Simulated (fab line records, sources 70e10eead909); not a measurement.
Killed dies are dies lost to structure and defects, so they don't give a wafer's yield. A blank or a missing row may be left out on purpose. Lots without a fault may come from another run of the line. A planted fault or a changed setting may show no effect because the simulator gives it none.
A struck lot beside a sound one | flow nand_harc | 29 steps out of a route of 1302
Sound: wafers L520.2, L520.4, L520.5. Struck: wafers L540.3, L540.5, L540.6. The cause comes at the end.
At each step with rows: each side's tool, then ch and its chambers, then its first start. Under that, the readings that differ: sound wafers | struck wafers | difference of the means | sigmas: that difference in standard deviations of wafers without a fault.
alike: readings whose means differ by less than 2 such deviations, and words and numbers that are the same on both sides. not compared: withheld readings, readings that some wafer has no value for, bounds like >300 that may hide the same value, and numbers for which the record gives no deviation and whose values overlap.
The two part at a step that has a row with sigmas, a row that says differs or no value, or rows on one side only. Numbers that don't overlap but have no deviation are shown without sigmas and don't part them. A reading that every wafer of one side lacks parts them only if that side has two wafers or more.

NHARC_A_CHANNEL_HOLE_D2_OVL_MEAS_11:
  sound on overlay-02, day 13 19:31; struck on overlay-02, day 21 23:04
  alike: overlay_x_nm, overlay_y_nm
NHARC_A_CHANNEL_HOLE_D2_INSPECT_12:
  sound on defect_inspect-02, day 13 19:32; struck on defect_inspect-01, day 21 23:07
  reading          | sound    | struck | difference | sigmas
  raw_defect_count | 47 45 67 | 4 5 4  | -49        | -2
NHARC_A_CHANNEL_HOLE_D2_DESCUM_15: chemistry O2, time 3 s.
  sound on rie_diel-13 ch 0,1,2, day 13 19:36; struck on rie_diel-10 ch 0,2,3, day 21 23:11
  alike: drypump_motor_current_A, o2_flow_sccm, oes_product_au, rf_vpp_V, showerhead_plenum_p_Torr, throttle_valve_pct
  not compared: rf_hours_counter_h
NHARC_A_CHANNEL_HOLE_D2_ETCH_38: etches the open film in CF4, target depth 39 nm, time 65 s.
  sound on rie_diel-13 ch 0,1, day 13 19:43; struck on rie_diel-10 ch 1,2,3, day 21 23:16
  alike: cf4_flow_sccm, drypump_motor_current_A, oes_product_au, rf_vpp_V, showerhead_plenum_p_Torr, throttle_valve_pct
  not compared: rf_hours_counter_h
then, 3 steps without rows for these wafers: NHARC_A_CHANNEL_HOLE_D2_ETCH_39 (etches the open film in N2/H2, target depth 260 nm, time 325 s); NHARC_A_CHANNEL_HOLE_D2_ETCH_34 (etches the open film in CF4/CHF3, target depth 154 nm, time 77 s); NHARC_A_CHANNEL_HOLE_D2_ETCH_16 (etches the open film in O2/COS, target depth 3100 nm, time 806 s).
NHARC_A_CHANNEL_HOLE_D2_CD_MEAS_18:
  sound on cd_sem-01, day 13 20:55; struck on cd_sem-03, day 22 00:17
  alike: cd_nm
then, 1 step without rows for these wafers: NHARC_A_CHANNEL_HOLE_D2_ETCH_19 (etches the open film in C4F8/O2/Ar, time 34.5 s).
NHARC_A_CHANNEL_HOLE_D2_ETCH_20: etches the open film in C4F8/O2/Ar, time 361.9 s, target depth 1600 nm.
  sound on har_etch-01 ch 1, day 13 23:02; struck on har_etch-01 ch 0,1, day 22 02:50
  alike: drypump_motor_current_A, o2_flow_sccm, showerhead_plenum_p_Torr, throttle_valve_pct
  not compared: rf_hours_counter_h
then, 2 steps without rows for these wafers: NHARC_A_CHANNEL_HOLE_D2_ETCH_21 (etches the open film in C4F8/O2/Ar, time 514.3 s, target depth 1600 nm); NHARC_A_CHANNEL_HOLE_D2_ETCH_22 (etches the open film in C4F8/O2/Ar, time 666.7 s, target depth 1600 nm).
NHARC_A_CHANNEL_HOLE_D2_ETCH_23: etches the open film in C4F8/O2/Ar, time 819 s, target depth 1600 nm.
  sound on har_etch-01 ch 1, day 14 00:26; struck on har_etch-01 ch 0,1, day 22 04:21
  alike: drypump_motor_current_A, o2_flow_sccm, showerhead_plenum_p_Torr, throttle_valve_pct
  not compared: rf_hours_counter_h
then, 3 steps without rows for these wafers: NHARC_A_CHANNEL_HOLE_D2_ETCH_24 (etches the open film in C4F8/O2/Ar, time 906.2 s, target depth 1500 nm); NHARC_A_CHANNEL_HOLE_D2_ETCH_25 (etches the open film in C4F8/O2/Ar, time 1040.2 s, target depth 1500 nm); NHARC_A_CHANNEL_HOLE_D2_ETCH_26 (etches the open film in C4F8/O2/Ar, time 224.1 s, target depth 300 nm).
NHARC_A_CHANNEL_HOLE_D2_ETCH_27: etches the open film in C4F8/O2/Ar, time 90 s, target depth 400 nm.
  sound on har_etch-01 ch 1, day 14 02:53; struck on har_etch-01 ch 0,1, day 22 06:39
  alike: drypump_motor_current_A, o2_flow_sccm, showerhead_plenum_p_Torr, throttle_valve_pct
  not compared: rf_hours_counter_h
then, 3 steps without rows for these wafers: NHARC_A_CHANNEL_HOLE_D2_STRIP_41 (strips in N2/H2); NHARC_A_CHANNEL_HOLE_D2_STRIP_42 (strips in CF4/CHF3); NHARC_A_CHANNEL_HOLE_D2_STRIP_43 (strips in O2/COS).
NHARC_A_CHANNEL_HOLE_D2_ETCH_44: etches the open film in CF4/O2, target depth 140 nm, overetch 14 nm, time 77 s.
  sound on rie_diel-13 ch 1,2, day 14 03:38; struck on rie_diel-10 ch 0,1,3, day 22 07:20
  alike: cf4_flow_sccm, drypump_motor_current_A, o2_flow_sccm, oes_o_777_au, oes_product_au, rf_vpp_V, showerhead_plenum_p_Torr, throttle_valve_pct
  not compared: rf_hours_counter_h
then, 3 steps without rows for these wafers: NHARC_A_CHANNEL_HOLE_D2_STRIP_28 (strips in O2); NHARC_A_CHANNEL_HOLE_D2_PRECLEAN_29 (cleans in SC1); NHARC_A_CHANNEL_HOLE_D2_SRD_30.
NHARC_A_CHANNEL_HOLE_D2_CD_MEAS_31:
  sound on cd_sem-01, day 14 04:34; struck on cd_sem-03, day 22 08:08
  alike: cd_nm
then, 1 step without rows for these wafers: NHARC_A_CHANNEL_HOLE_D2_XSEM_32.
NHARC_A_CHANNEL_HOLE_D2_INSPECT_40:
  sound on defect_inspect-02, day 14 04:45; struck on defect_inspect-02, day 22 08:19
  reading          | sound       | struck      | difference | sigmas
  raw_defect_count | 206 307 264 | 578 557 551 | +303       | +4
then, 1 step without rows for these wafers: NHARC_A_CHANNEL_FILL_D2_PRECLEAN_00 (cleans in SC1).
-- the record jumps here: 11 days lie between the struck wafers' starts before and after (it left off in module A_CHANNEL_FILL_D2 and takes up again in module END, whose first step shown is number 1302 of the route) --
NHARC_END_SORT_01:
  the record has rows for the struck wafers here (prober-02 ch 0, day 33 04:52) and none for the sound ones

WHERE THEY PART
First at NHARC_A_CHANNEL_HOLE_D2_INSPECT_12; last, within this record, at NHARC_END_SORT_01.

WHY: what the simulator had put in
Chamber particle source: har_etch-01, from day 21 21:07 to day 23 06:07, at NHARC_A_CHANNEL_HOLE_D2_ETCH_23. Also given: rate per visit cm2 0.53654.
